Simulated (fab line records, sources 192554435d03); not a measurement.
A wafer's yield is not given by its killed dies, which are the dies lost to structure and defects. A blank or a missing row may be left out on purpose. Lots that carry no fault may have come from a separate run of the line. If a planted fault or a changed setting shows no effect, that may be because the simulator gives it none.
fab line records | flow n5-finfet
record lots=4 | wafers=12 | last-day=19
route steps=1938 shown DUMMY_GATE@241 SPACER0@258 SD_EPI_N@262 SD_EPI_P@329 SD_ACTIVATION@334 BEOL_M4@1111 PASSIVATION@1936
lots that met no fault: taken from a fault-free run of the same line
start-h: hours from the record's opening day to when the first of the lot's shown wafers began | wait-h: time in hours since the lot's previous step | " identical to the entry in the row above | L1.1+2: a row that stands for several wafers | - no value, or no start was given | * or withheld: withheld | < > ~ a bound
route shown NAME@n: names a module that has steps shown in the file, with the first one's number in the route | usual: the fault-free wafers' mean and standard deviation | same: alike in all rows | chamber/n: place in a boat | sites: the reading at each site | _std_site: standard deviation of those values | _edge_site: inner sites' mean taken away from outer sites' mean | radius-mm: for every site, how far away it sits from the centre of the wafer | mask NAME#n: copy n | behind: the most recent tool/chamber to have shaped the wafer | hold: cause of the lot's hold/its duration in hours/its outcome | device: which transistor (n, p or np) failed to switch | end of line: at the end of the route, the tests of the same wafers | for a step that has no rows: nothing shown but its recipe | killed: at the first sort, the dies lost to defects and structure; wafer yield is something else | map: shows each die of a wafer: x if killed, . if not, _ if none is there
set.NAME: the setting that was run; set.NAME@STEP: the one run at that earlier step | model.NAME: the simulator's own value behind a step, which no gauge read
certain route steps with their lots: each step a table, each wafer a row
services: from which hour (start-h, from the record's first day; less than 0 if before it) a tool's chamber was out of use, for how many hours, and why
## steps
# step N5_DUMMY_GATE_STRIP_40
# recipe chemistry=CF4 | resist=SiARC | power-w=300 | bias-power-w=75 | pressure-mtorr=50 | cf4-flow-sccm=150 | rf-frequency-hz=6e+07
# step N5_DUMMY_GATE_ETCH_31
# recipe chemistry=C4F6/O2 | target=SiO2 | mask-material=SOC | target-depth-a=825 | time-s=27.5 | ion-energy-ev=250 | pressure-mtorr=30 | source-w=345 | bias-w=185 | Ar_flow_sccm=300 | C4F6_flow_sccm=10 | O2_flow_sccm=10
# step N5_DUMMY_GATE_STRIP_41
# recipe chemistry=O2 | power-w=400 | temp-c=40 | pressure-mtorr=30 | rf-frequency-hz=6e+07 | bias-power-w=0 | overash-fraction=0.3 | o2-flow-sccm=225
# step N5_DUMMY_GATE_HM_OPEN_21
# recipe chemistry=CH3F/O2 | target=SiNx | target-depth-a=1200 | Ar_flow_sccm=150 | CH3F_flow_sccm=30 | O2_flow_sccm=23 | time-s=171.4 | pressure-mtorr=30 | source-w=395 | bias-w=73 | ion-energy-ev=120.7
# step N5_DUMMY_GATE_ETCH_32
# recipe chemistry=CF4 | target=SiO2 | target-depth-a=35 | time-s=3.9 | ion-energy-ev=350 | pressure-mtorr=10 | icp-w=800 | bias-w=400 | cf4-flow-sccm=80
# step N5_DUMMY_GATE_ETCH_23
# recipe chemistry=HBr/Cl2/O2 | HBr_flow_sccm=150 | Cl2_flow_sccm=80 | O2_flow_sccm=12 | bias-w=102 | target-depth-a=410 | time-s=22.3 | target=poly-Si | mask-material=SiO2 | pressure-mtorr=10 | icp-w=800
# step N5_DUMMY_GATE_ETCH_44
# recipe chemistry=HBr/O2 | over-etch-frac=0.7 | target-depth-a=1275 | stop-on=SiO2 | ion-energy-ev=60 | bias-w=20 | target=poly-Si | mask-material=SiO2 | pressure-mtorr=20 | icp-w=400 | HBr_flow_sccm=120 | O2_flow_sccm=10
# step N5_DUMMY_GATE_ETCH_42
# recipe chemistry=CHF3/O2 | target=SiO2 | target-depth-a=35 | time-s=31 | ion-energy-ev=30 | bias-w=12 | pressure-mtorr=30 | source-w=600 | Ar_flow_sccm=200 | CHF3_flow_sccm=50 | O2_flow_sccm=5
# step N5_DUMMY_GATE_STRIP_48
# recipe chemistry=N2/H2 | time-s=20 | power-w=100 | temp-c=40 | pressure-mtorr=100 | rf-frequency-hz=6e+07 | bias-power-w=3 | n2-flow-sccm=300 | h2-flow-sccm=300
# step N5_DUMMY_GATE_PRECLEAN_33
# recipe chemistry=dHF | time-s=10 | dilution=750:1 | temp-c=25
# step N5_DUMMY_GATE_PRECLEAN_25
# recipe chemistry=O3/DIW | time-s=45 | temp-c=22 | o3-ppm=10
# usual temp-c=22.02/0.11
lot.wafer | tool         | chamber | start-h | wait-h | temp-c
L299.1    | wet-bench-05 | 6       | 98.53   | 0.0    | 22.02
L299.3    | "            | 2       | "       | "      | 21.95
L299.6    | "            | 4       | "       | "      | 21.85
L306.2    | wet-bench-05 | 4       | 139.61  | 0.0    | 22.11
L306.5    | "            | 3       | "       | "      | 22.01
L306.6    | "            | 6       | "       | "      | 21.84
L308.3    | wet-bench-05 | 7       | 148.37  | 0.0    | 22.06
L308.5    | "            | 5       | "       | "      | 22.05
L308.6    | "            | 6       | "       | "      | 22.11
L314.2    | wet-bench-01 | 4       | 186.25  | 0.0    | 22.00
L314.4    | "            | 1       | "       | "      | 22.19
L314.6    | "            | 7       | "       | "      | 22.14
# step N5_DUMMY_GATE_PRECLEAN_51
# recipe chemistry=SC2 | time-s=45 | temp-c=35 | mix=1:1:50
# step N5_DUMMY_GATE_SRD_26
# recipe dry=ipa-marangoni | time-s=30 | temp-c=23 | rinse-liquid=diw
# step N5_DUMMY_GATE_UV_OZONE_45
# recipe time-s=120 | pressure-torr=760 | temp-c=25
# step N5_DUMMY_GATE_INSPECT_27
# recipe inspect-instrument=brightfield | mode=aei
# usual raw-defect-count=315/77
lot.wafer | tool              | chamber | start-h | wait-h | raw-defect-count
L299.1    | defect-inspect-01 | -       | 98.63   | 0.0    | 280
L299.3    | "                 | -       | "       | "      | 220
L299.6    | "                 | -       | "       | "      | 271
L306.2    | defect-inspect-02 | -       | 139.71  | 0.0    | 730
L306.5    | "                 | -       | "       | "      | 675
L306.6    | "                 | -       | "       | "      | 676
L308.3    | defect-inspect-01 | -       | 148.47  | 0.0    | 825
L308.5    | "                 | -       | "       | "      | 681
L308.6    | "                 | -       | "       | "      | 697
L314.2    | defect-inspect-02 | -       | 186.35  | 0.0    | 269
L314.4    | "                 | -       | "       | "      | 405
L314.6    | "                 | -       | "       | "      | 405
# step N5_SPACER0_ALD_07
# recipe material=SiNx | target-thk-a=20 | temp-c=400 | ald-precursor-family=SiH2I2 | ald-co-reactant=N2/H2-plasma | pressure-torr=2
# step N5_SPACER0_ALD_00
# recipe material=SiOCN | target-thk-a=35 | temp-c=400 | ald-precursor-family=alkyl-aminosilane | ald-co-reactant=O2/N2-plasma | pulse-time-s=3 | purge-time-s=2 | co-reactant-purge-time-s=2 | ald-cycles=58 | pressure-torr=2
# step N5_SPACER0_ALD_08
# recipe material=SiNx | target-thk-a=20 | temp-c=400 | ald-precursor-family=SiH2I2 | ald-co-reactant=N2/H2-plasma | pressure-torr=2
# step N5_SPACER0_INSPECT_04
# recipe inspect-instrument=darkfield | mode=post-dep
# usual raw-defect-count=138/30
lot.wafer | tool              | chamber | start-h | wait-h | raw-defect-count
L299.1    | defect-inspect-01 | -       | 100.29  | 0.1    | 162
L299.3    | "                 | -       | "       | "      | 93
L299.6    | "                 | -       | "       | "      | 141
L306.2    | defect-inspect-02 | -       | 140.31  | 0.1    | 530
L306.5    | "                 | -       | "       | "      | 532
L306.6    | "                 | -       | "       | "      | 534
L308.3    | defect-inspect-01 | -       | 149.08  | 0.1    | 595
L308.5    | "                 | -       | "       | "      | 508
L308.6    | "                 | -       | "       | "      | 567
L314.2    | defect-inspect-02 | -       | 187.63  | 0.1    | 122
L314.4    | "                 | -       | "       | "      | 177
L314.6    | "                 | -       | "       | "      | 174
# step N5_SD_EPI_N_COAT_32
# recipe resist=SOC | temp-c=250 | time-s=60 | spin-rpm=1500 | resist-thk-nm=350
# step N5_SD_EPI_N_COAT_33
# recipe resist=SiARC | temp-c=220 | time-s=60 | spin-rpm=1500 | resist-thk-nm=35
# step N5_SD_EPI_N_COAT_03
# recipe resist=CAR-ArF-block | spin-rpm=1500 | resist-thk-nm=150
# step N5_SD_EPI_N_EBR_05
# recipe solvent=PGMEA | ebr-width-mm=1.5
# step N5_SD_EPI_N_SOFTBAKE_04
# recipe temp-c=110 | time-s=60 | resist=CAR-ArF-block
# step N5_SD_EPI_N_EXPOSE_06
# recipe mask-id=SD_N_BLK | na=1.35 | source-shape=conventional | sigma-outer=0.8 | polarization=unpolarized | target-cd-nm=120 | dose-mj=39.75
# step N5_SD_EPI_N_PEB_07
# recipe peb-temp-c=110 | peb-time-s=60 | resist=CAR-ArF-block
# step N5_SD_EPI_N_DEVELOP_08
# recipe develop-time-s=30 | developer=TMAH | resist=CAR-ArF-block | dev-temp-c=23 | rinse-liquid=diw | dry=air-spin
# step N5_SD_EPI_N_INSPECT_11
# recipe mode=adi | inspect-instrument=macro
# usual raw-defect-count=1.9/1.3
lot.wafer | tool              | chamber | start-h | wait-h | raw-defect-count
L299.1    | defect-inspect-02 | -       | 100.62  | 0.0    | 0
L299.3    | "                 | -       | "       | "      | 0
L299.6    | "                 | -       | "       | "      | 5
L306.2    | defect-inspect-01 | -       | 140.64  | 0.0    | >300
L306.5    | "                 | -       | "       | "      | >300
L306.6    | "                 | -       | "       | "      | >300
L308.3    | defect-inspect-01 | -       | 149.41  | 0.0    | >300
L308.5    | "                 | -       | "       | "      | >300
L308.6    | "                 | -       | "       | "      | >300
L314.2    | defect-inspect-01 | -       | 188.09  | 0.0    | 1
L314.4    | "                 | -       | "       | "      | 3
L314.6    | "                 | -       | "       | "      | 2
# step N5_SD_EPI_N_DESCUM_14
# recipe chemistry=O2 | time-s=7.9 | source-power-w=50 | bias-power-w=20 | pressure-mtorr=20 | rf-frequency-hz=2.712e+07 | temp-c=40 | resist=CAR-ArF-block | o2-flow-sccm=225
# step N5_SD_EPI_N_ETCH_34
# recipe chemistry=CF4 | target=SiARC | target-depth-a=455 | mask-material=CAR-ArF-block | time-s=75.8 | ion-energy-ev=80 | pressure-mtorr=40 | source-w=545 | bias-w=36 | Ar_flow_sccm=100 | cf4-flow-sccm=100 | ends=cleared
# step N5_SD_EPI_N_ETCH_35
# recipe chemistry=N2/H2 | target=SOC | overetch-a=1080 | mask-material=SiARC | temp-c=40 | ion-energy-ev=100 | source-w=3000 | bias-w=133 | pressure-mtorr=20 | time-s=486 | n2-flow-sccm=200 | h2-flow-sccm=200
# step N5_SD_EPI_N_STRIP_36
# recipe chemistry=N2/H2 | temp-c=40 | n2-flow-sccm=200 | h2-flow-sccm=200 | rf-frequency-hz=6e+07
# step N5_SD_EPI_N_ETCHBACK_44
# recipe chemistry=CH3F/O2 | mode=anisotropic-etchback | target=SiNx | target-depth-a=145 | stop-on=SiO2 | over-etch-frac=0.3 | ion-energy-ev=120 | pressure-mtorr=30 | source-w=395 | bias-w=73 | Ar_flow_sccm=150 | CH3F_flow_sccm=30 | O2_flow_sccm=20
# step N5_SD_EPI_N_ETCH_45
# recipe chemistry=CH3F/O2 | target=SiOCN | target-depth-a=60 | mask-material=SOC | ion-energy-ev=60 | bias-w=29 | pressure-mtorr=15 | source-w=410 | Ar_flow_sccm=150 | CH3F_flow_sccm=30 | O2_flow_sccm=20
# step N5_SD_EPI_N_ETCH_16
# recipe chemistry=CHF3/O2 | target=SiO2 | target-depth-a=50 | mask-material=SOC | pressure-mtorr=30 | source-w=650 | bias-w=170 | Ar_flow_sccm=200 | CHF3_flow_sccm=50 | O2_flow_sccm=5 | ion-energy-ev=200
# step N5_SD_EPI_N_STRIP_47
# recipe chemistry=CHF3/O2 | resist=SiARC | rf-frequency-hz=6e+07
# step N5_SD_EPI_N_SD_RECESS_17
# recipe chemistry=HBr/Cl2/O2 | target-depth-a=410 | mask-material=SOC | time-s=23.7 | bt-time-s=3 | pressure-mtorr=10 | icp-w=800 | bias-w=112 | HBr_flow_sccm=150 | Cl2_flow_sccm=80 | O2_flow_sccm=12
# step N5_SD_EPI_N_STRIP_38
# recipe chemistry=N2/H2 | power-w=1000 | temp-c=250 | h2-frac=0.65 | overash-fraction=0.3 | pressure-mtorr=withheld | n2-flow-sccm=1750 | h2-flow-sccm=3250
# step N5_SD_EPI_N_INSPECT_26
# recipe inspect-instrument=darkfield | mode=post-epi
# usual raw-defect-count=216/39
lot.wafer | tool              | chamber | start-h | wait-h | raw-defect-count
L299.1    | defect-inspect-01 | -       | 104.81  | 0.1    | 261
L299.3    | "                 | -       | "       | "      | 214
L299.6    | "                 | -       | "       | "      | 309
L306.2    | defect-inspect-01 | -       | 145.88  | 0.1    | 596
L306.5    | "                 | -       | "       | "      | 610
L306.6    | "                 | -       | "       | "      | 626
L308.3    | defect-inspect-01 | -       | 154.13  | 0.1    | 663
L308.5    | "                 | -       | "       | "      | 568
L308.6    | "                 | -       | "       | "      | 690
L314.2    | defect-inspect-01 | -       | 193.83  | 0.1    | 184
L314.4    | "                 | -       | "       | "      | 247
L314.6    | "                 | -       | "       | "      | 253
# step N5_SD_EPI_P_INSPECT_26
# recipe inspect-instrument=darkfield | mode=post-epi
# usual raw-defect-count=189/36
lot.wafer | tool              | chamber | start-h | wait-h | raw-defect-count
L299.1    | defect-inspect-02 | -       | 109.22  | 0.0    | 191
L299.3    | "                 | -       | "       | "      | 187
L299.6    | "                 | -       | "       | "      | 219
L306.2    | defect-inspect-01 | -       | 150.12  | 0.0    | 577
L306.5    | "                 | -       | "       | "      | 598
L306.6    | "                 | -       | "       | "      | 579
L308.3    | defect-inspect-02 | -       | 159.05  | 0.0    | 612
L308.5    | "                 | -       | "       | "      | 554
L308.6    | "                 | -       | "       | "      | 618
L314.2    | defect-inspect-01 | -       | 198.65  | 0.0    | 156
L314.4    | "                 | -       | "       | "      | 213
L314.6    | "                 | -       | "       | "      | 218
# step N5_SD_ACTIVATION_INSPECT_02
# recipe inspect-instrument=darkfield | mode=post-anneal
# usual raw-defect-count=190/36
lot.wafer | tool              | chamber | start-h | wait-h | raw-defect-count
L299.1    | defect-inspect-01 | -       | 109.98  | 0.2    | 190
L299.3    | "                 | -       | "       | "      | 191
L299.6    | "                 | -       | "       | "      | 237
L306.2    | defect-inspect-01 | -       | 150.87  | 0.1    | 582
L306.5    | "                 | -       | "       | "      | 585
L306.6    | "                 | -       | "       | "      | 576
L308.3    | defect-inspect-02 | -       | 159.80  | 0.1    | 599
L308.5    | "                 | -       | "       | "      | 548
L308.6    | "                 | -       | "       | "      | 609
L314.2    | defect-inspect-01 | -       | 199.41  | 0.2    | 168
L314.4    | "                 | -       | "       | "      | 224
L314.6    | "                 | -       | "       | "      | 213
# step N5_BEOL_M4_RC_MEAS_101
# usual DIBL_N=36.5/1.9 | DIBL_P=36.4/2.2 | IOFF_N=0.17/0.034 | IOFF_P=0.21/0.036 | ION_N=678/12 | ION_P=462/7.1 | SS_N=71.7/0.61 | SS_P=73.4/0.71 | VT_N=249/3.5 | VT_P=-251/3
lot.wafer | tool      | chamber | start-h | wait-h | DIBL_N[mV/V] | DIBL_P[mV/V] | IOFF_N[nA/um] | IOFF_P[nA/um] | ION_N[uA/um] | ION_P[uA/um] | SS_N[mV/dec] | SS_P[mV/dec] | VT_N[mV] | VT_P[mV]
L299.1    | prober-01 | 0       | 237.44  | 0.0    | 37.4         | 35.8         | 0.16          | 0.19          | 671          | 462          | 71.6         | 73.3         | 250      | -253
L299.3    | "         | 0       | "       | "      | 36.8         | 35.2         | 0.15          | 0.19          | 664          | 464          | 71.7         | 72.9         | 251      | -252
L299.6    | "         | 0       | "       | "      | 37.6         | 36.0         | 0.16          | 0.20          | 678          | 465          | 71.8         | 73.2         | 247      | -255
L306.2    | prober-02 | 0       | 294.74  | 0.2    | 32.7         | 33.2         | 0.10          | 0.15          | 666          | 457          | 71.2         | 72.3         | 259      | -255
L306.5    | "         | 0       | "       | "      | 31.8         | 31.3         | 0.09          | 0.13          | 658          | 458          | 70.4         | 71.8         | 258      | -258
L306.6    | "         | 0       | "       | "      | 37.3         | 38.2         | 0.17          | 0.22          | 680          | 468          | 71.7         | 73.7         | 249      | -251
L308.3    | prober-01 | 0       | 300.15  | 0.3    | 37.2         | 38.2         | 0.18          | 0.23          | 694          | 471          | 71.7         | 73.5         | 244      | -248
L308.5    | "         | 0       | "       | "      | 36.3         | 37.2         | 0.17          | 0.21          | 699          | 473          | 71.5         | 72.8         | 248      | -250
L308.6    | "         | 0       | "       | "      | 36.2         | 36.8         | 0.16          | 0.20          | 684          | 464          | 71.4         | 73.7         | 251      | -250
L314.2    | prober-01 | 0       | 347.86  | 0.2    | 34.2         | 32.5         | 0.13          | 0.18          | 671          | 463          | 71.7         | 73.3         | 252      | -253
L314.4    | "         | 0       | "       | "      | 35.5         | 34.0         | 0.16          | 0.20          | 673          | 467          | 70.7         | 74.2         | 249      | -252
L314.6    | "         | 0       | "       | "      | 35.3         | 33.4         | 0.15          | 0.18          | 683          | 462          | 71.6         | 73.3         | 251      | -252
# step N5_PASSIVATION_PROBE_49
# usual defect-limited-yield=91.0/1.5 | killed_at_M0_to_M3=35/11 | killed_at_M4_up=13/5 | killed-at-contacts=12/5.9 | killed-at-front-end=42/13 | killed-at-other=3/3.2 | killed-dies=106/18 | killed-on-rim=14/4.2 | killed-open=69/13 | killed-short=35/8.9 | sort_bin_5_function=5.2/0.95 | sort_bin_6_memory=3.3/0.71 | sort-n-pass=1074/18 | sort-yield-pct=91.0/1.5
# same gross-dies=1180 | killed-at-back-side=0 | sort_bin_4_leakage[%]=0 | sort_bin_8_speed[%]=0
lot.wafer | tool      | chamber | start-h | wait-h | defect-limited-yield[%] | killed_at_M0_to_M3 | killed_at_M4_up | killed-at-contacts | killed-at-front-end | killed-at-other | killed-dies | killed-on-rim | killed-open | killed-short | sort_bin_5_function[%] | sort_bin_6_memory[%] | sort-n-pass | sort-yield-pct[%]
L306.2    | prober-02 | -       | 402.39  | 0.1    | 86.4                    | 19                 | 7               | 16                 | 113                 | 6               | 161         | 25            | 61          | 20           | 9.0                    | 3.1                  | 1019        | 86.4
L306.5    | prober-02 | -       | 402.54  | 0.2    | 83.7                    | 26                 | 13              | 10                 | 139                 | 4               | 192         | 16            | 63          | 28           | 10.9                   | 3.5                  | 988         | 83.7
L306.6    | prober-02 | -       | 402.59  | 0.3    | 88.0                    | 27                 | 7               | 5                  | 103                 | 0               | 142         | 28            | 46          | 19           | 7.5                    | 2.8                  | 1038        | 88.0
L308.3    | prober-02 | -       | 414.19  | 0.1    | 83.6                    | 38                 | 18              | 6                  | 129                 | 3               | 194         | 33            | 74          | 30           | 10.2                   | 3.2                  | 986         | 83.6
L308.5    | prober-02 | -       | 414.29  | 0.2    | 83.9                    | 26                 | 15              | 8                  | 138                 | 3               | 190         | 27            | 65          | 27           | 10.0                   | 4.1                  | 990         | 83.9
L308.6    | prober-02 | -       | 414.34  | 0.3    | 84.5                    | 28                 | 9               | 10                 | 133                 | 3               | 183         | 41            | 65          | 26           | 9.0                    | 4.2                  | 997         | 84.5
# killed by level:class
L306.2 DUMMY_GATE:unspecified=78 MOL_CONTACT_COAG:geometric-particle:open=14 FIN_SAQP:geometric-particle:open=11 STI_FIN_REVEAL:geometric-particle:open=6 FIN_SAQP:geometric-particle:short=5 BEOL_M0:geometric-particle:open=5 STARTING-WAFER:geometric-particle:open=5 BEOL_M2:geometric-particle:open=4
L306.5 DUMMY_GATE:unspecified=101 FIN_SAQP:geometric-particle:open=11 BEOL_M4:geometric-particle:open=8 STI_FIN_REVEAL:geometric-particle:open=5 MOL_CONTACT_COAG:geometric-particle:short=5 MOL_CONTACT_COAG:geometric-particle:open=5 BEOL_M1:geometric-particle:open=5 BEOL_M2:geometric-particle:open=5
L306.6 DUMMY_GATE:unspecified=73 BEOL_M3:geometric-particle:open=12 STI_FIN_REVEAL:geometric-particle:open=8 BEOL_M0_SAQP:geometric-particle:open=6 FIN_SAQP:geometric-particle:open=4 MOL_CONTACT_COAG:geometric-particle:open=4 BEOL_M0_SAQP:geometric-particle:short=4 STARTING-WAFER:geometric-particle:short=3
L308.3 DUMMY_GATE:unspecified=80 BEOL_M0_SAQP:geometric-particle:short=10 HKMG_FIN:area-etch=10 STI_FIN_REVEAL:geometric-particle:open=9 BEOL_M3:geometric-particle:open=9 BEOL_M4:geometric-particle:open=9 FIN_SAQP:geometric-particle:open=8 BEOL_M0_SAQP:geometric-particle:open=8
L308.5 DUMMY_GATE:unspecified=93 FIN_SAQP:geometric-particle:open=10 DUMMY_GATE:geometric-particle:open=10 FIN_SAQP:geometric-particle:short=8 MOL_CONTACT_COAG:geometric-particle:open=7 BEOL_M4:geometric-particle:open=7 BEOL_M0_SAQP:geometric-particle:open=6 BEOL_M0_SAQP:geometric-particle:short=5
L308.6 DUMMY_GATE:unspecified=81 FIN_SAQP:geometric-particle:open=11 BEOL_M3:geometric-particle:open=10 HKMG_FIN:area-etch=10 STI_FIN_REVEAL:geometric-particle:open=8 MOL_CONTACT_COAG:geometric-particle:open=8 BEOL_M2:geometric-particle:open=6 BEOL_M4:geometric-particle:open=6
# map L306.5 (x killed, . not)
_________________............________________
______________.....xx..........._____________
___________.....x......x....x......__________
__________x...........x............._________
________...........x.....x............_______
_______..x.x....................xx.....______
______..x..............................._____
_____.................x............x.....____
____x........x......x.........x...xx......___
___.............x..........x....x..........__
___.x........x.............x.......x.x.x...__
__...x.x...x................x......x...xx.x._
__..x...........................x....xxx.xxx_
_........xx...x........x......x..x.xx.xx.xx..
_...x........x......x..x...x..x.....xxxxxxxxx
_..xxx..xx......x................xxxxxxxxxxxx
_........x.......x..............x..xxxxxxxxxx
_...x.........................x.xxxxxxxxxxxxx
_....x............................xxxxxxxxxxx
_............x.x.....x..........x.x.xxxxxxxxx
_.............x........x..........x.xxx.xxxx.
__....x..........x............xx...xxxxxxx.x_
__.x......x.x....................x.....x.xx._
___.......................x.....x.....xx...__
___................x.......................__
____.........................xx...........___
_____.x....x...................x.x.......____
______.................................._____
_______x....x...x......................______
________..................x..........._______
__________.............x............_________
___________................x.......__________
______________.................._____________
_________________............________________
# map L308.3 (x killed, . not)
_________________.....xx.....________________
______________............x....._____________
___________............x....x....x.__________
__________...................x......_________
________.....x.x............x........._______
_______.......................x...x...x______
______x...xx............................_____
_____.....x.........x.......x...........x____
____.............x...x...x...........x....___
___x...x....x...........................x..__
___.x.......x..........................x...__
__xxxx.xx.x...................x.....x......._
__xxxxx....................................._
_xxx.xxxx...x..........x.....................
_xxxxxxxx.............x...........x..........
_xxxxxxxx.x............x....x...x....x.......
_xxxxxxxx.x.x.................xx............x
_xxxxxxxxxx..x..xx.....x...x.......x.........
_xxxxxxxxxxx.x.x.x...........x.x.........x...
_xxxxxxxx.x.............x........x...........
_x.xxxxx.x..x............x...........xx..x...
__x.................x.............x..x......_
__..x.............................x.x......x_
___.x.......x....x.......x.............x...__
___.....................................x..__
____x.xx.............x......x.x...........___
_____...........xx.......................____
______......x.x....x...................._____
_______.........x...x.....x..........xx______
________................x............._______
__________....x.....x.....x...x....._________
___________....x.x........x......x.__________
______________.x...x.....x..x..x_____________
_________________..xxx.....x.________________
## services
tool         | chamber | start-h | hours | kind
wet-bench-01 | -       | 137.99  | 5.8   | repair
wet-bench-01 | -       | 164.20  | 4.6   | repair
## key
first-sign step=N5_DUMMY_GATE_INSPECT_27 | reading=raw-defect-count | direction=up | sigmas=5.2 | usual=315 | struck=714
effect step=N5_SPACER0_INSPECT_04 | reading=raw-defect-count | direction=up | sigmas=14 | usual=138 | struck=544
effect step=N5_SD_EPI_N_INSPECT_11 | reading=raw-defect-count | direction=up | sigmas=99+ | usual=1.9 | struck=>300
effect step=N5_SD_EPI_N_INSPECT_26 | reading=raw-defect-count | direction=up | sigmas=10 | usual=216 | struck=626
effect step=N5_SD_EPI_P_INSPECT_26 | reading=raw-defect-count | direction=up | sigmas=11 | usual=189 | struck=590
effect step=N5_SD_ACTIVATION_INSPECT_02 | reading=raw-defect-count | direction=up | sigmas=11 | usual=190 | struck=583
effect step=N5_PASSIVATION_PROBE_49 | reading=killed-at-front-end | direction=up | sigmas=6.6 | usual=42 | struck=126
more-kills-born-at N5_DUMMY_GATE_PRECLEAN_25@wet-bench-05=506
met-at N5_DUMMY_GATE_PRECLEAN_25
struck-wafers L306.2,L306.5,L306.6,L308.3,L308.5,L308.6
baseline-loss step=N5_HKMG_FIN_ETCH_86 | wafers=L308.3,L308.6
onset-between 98.53 139.61
fault kind=chamber-particle-source | tool=wet-bench-05 | chamber=- | onset-h=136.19 | steps=N5_DUMMY_GATE_PRECLEAN_25 | rate-per-visit-cm2=0.64791 | end-h=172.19
# baseline-loss: these wafers lose ten dies or more at that step, a loss of the line's own and not of a fault; the sort's usual values leave them out
